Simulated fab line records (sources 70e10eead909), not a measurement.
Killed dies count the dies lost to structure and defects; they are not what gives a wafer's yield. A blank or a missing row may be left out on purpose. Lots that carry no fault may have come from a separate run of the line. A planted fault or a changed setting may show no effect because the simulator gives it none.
A struck lot beside a sound one + flow nandHarc + 21 steps out of a route of 1159
Sound: these wafers, L310.1, L310.3, L310.6. Wafers struck: L320.1, L320.4, L320.5. Last of all comes the cause.
Each step with rows lists, per side, the tool, then ch with its chambers, then its first start. Under that, the readings that differ: sound wafers + struck wafers + difference of the means + sigmas: that difference in standard deviations of wafers without a fault.
alike: readings with means less than 2 such deviations apart, plus words and numbers identical on both sides. not compared: withheld readings, readings lacking a value on some wafer, bounds such as >300 that could conceal the same value, and numbers that have no deviation in the record and whose values overlap.
The two part at a step that has a row with sigmas, a row that says differs or no value, or rows on one side only. When numbers do not overlap yet have no deviation, they are printed without sigmas and do not part them. Lack of a reading on every wafer of one side parts them only where that side has two or more wafers.

first, 8 steps without rows for these wafers: NHARC_A_ZERO_WELL_HMDS_03 (time 30 s); NHARC_A_ZERO_WELL_COAT_18 (time 65 s); NHARC_A_ZERO_WELL_COAT_04 (resist thk 600 nm); NHARC_A_ZERO_WELL_SOFTBAKE_05 (time 70 s); NHARC_A_ZERO_WELL_EBR_06; NHARC_A_ZERO_WELL_EXPOSE_07 (exposes mask A ZERO); NHARC_A_ZERO_WELL_PEB_08 (peb time 80 s); NHARC_A_ZERO_WELL_DEVELOP_09 (time 50 s).
NHARC_A_ZERO_WELL_CD_MEAS_10 targets a cd of 2000 nm.
  sound on cdSem-03 ch 0, day 7 13:33; struck on cdSem-03 ch 0, day 10 10:19
  alike: cdNm
then, 1 step without rows for these wafers: NHARC_A_ZERO_WELL_HARDBAKE_11 (time 65 s).
NHARC_A_ZERO_WELL_DESCUM_12: chemistry O2, time 3 s.
  sound on rieDiel-11 ch 0,2,3, day 7 13:43; struck on rieDiel-06 ch 0,2,3, day 10 10:29
  alike: drypumpMotorCurrentA, oesProductAu, rfVppV, showerheadPlenumPTorr, throttleValvePct
  not compared: rfHoursCounterH
NHARC_A_ZERO_WELL_ETCH_19: etches the open film in N2/H2, target depth 80 nm, overetch 24 nm, time 87.88 s.
  sound on rieDiel-11 ch 0,3, day 7 13:47; struck on rieDiel-06 ch 0,1, day 10 10:34
| reading         | sound             | struck            | difference | sigmas |
|-----------------|-------------------|-------------------|------------|--------|
| rfFwdPowerW (W) | 396.3 400.3 398.8 | 396.2 395.5 394.7 | -3.0       | -2     |
| rfVppV (V)      | 426.8 430.3 426.9 | 432.3 435.5 434.1 | +6.0       | +2     |
  alike: drypumpMotorCurrentA, oesProductAu, showerheadPlenumPTorr, throttleValvePct
  not compared: rfHoursCounterH
NHARC_A_ZERO_WELL_ETCH_13: etches the open film in HBr/Cl2, target depth 120 nm, time 40.1 s.
  sound on rieSi-06 ch 0,1,2, day 7 13:56; struck on rieSi-06 ch 0,2,3, day 10 10:41
  alike: drypumpMotorCurrentA, oesProductAu, rfFwdPowerW, throttleValvePct
  not compared: rfHoursCounterH
then, 4 steps without rows for these wafers: NHARC_A_ZERO_WELL_STRIP_14 (strips in SPM, time 900 s); NHARC_A_ZERO_WELL_IMPLANT_15; NHARC_A_ZERO_WELL_PRECLEAN_22 (cleans in SC1, time 60 s); NHARC_A_ZERO_WELL_SRD_23.
NHARC_A_ZERO_WELL_RTA_16: time 10 s.
  sound on rtpAnneal-02 ch 0, day 7 14:49; struck on rtpAnneal-02 ch 0, day 10 11:36
  alike: lampPowerPct, lamp_zone_5_pct, lamp_zone_7_pct, wafer_temp_C_max
NHARC_A_ZERO_WELL_INSPECT_17:
  sound: defectInspect-01 at day 7 15:01; struck: defectInspect-02 at day 10 11:47
| reading        | sound   | struck         | difference | sigmas      |
|----------------|---------|----------------|------------|-------------|
| rawDefectCount | 14 30 9 | 1234 1277 1291 | +1250      | +99 or more |
then, 1 step without rows for these wafers: NHARC_A_SOURCE_PLATE_PRECLEAN_00 (cleans in HF-LAST, time 60 s).
-- record jumps: 13 days between struck wafers' starts before vs after; left off in module A_SOURCE_PLATE, resumes in module END, first step shown is number 1159 of the route --
NHARC_END_SORT_01:
  sound on prober-02 ch 0, day 20 23:36; struck on prober-01 ch 0, day 23 03:47
| reading       | sound    | struck    | difference | sigmas |
|---------------|----------|-----------|------------|--------|
| killedAtArray | 32 40 46 | 104 71 75 | +44        | +4     |
| killedDies    | 36 43 50 | 104 74 75 | +41        | +4     |
  alike: killedAtOther, killedAtPeriphery, killedOpen, killedShort

== WHERE THEY PART ==
At NHARC_A_ZERO_WELL_ETCH_19 first; at NHARC_END_SORT_01 last (within this record only).

WHY: what the simulator had put in
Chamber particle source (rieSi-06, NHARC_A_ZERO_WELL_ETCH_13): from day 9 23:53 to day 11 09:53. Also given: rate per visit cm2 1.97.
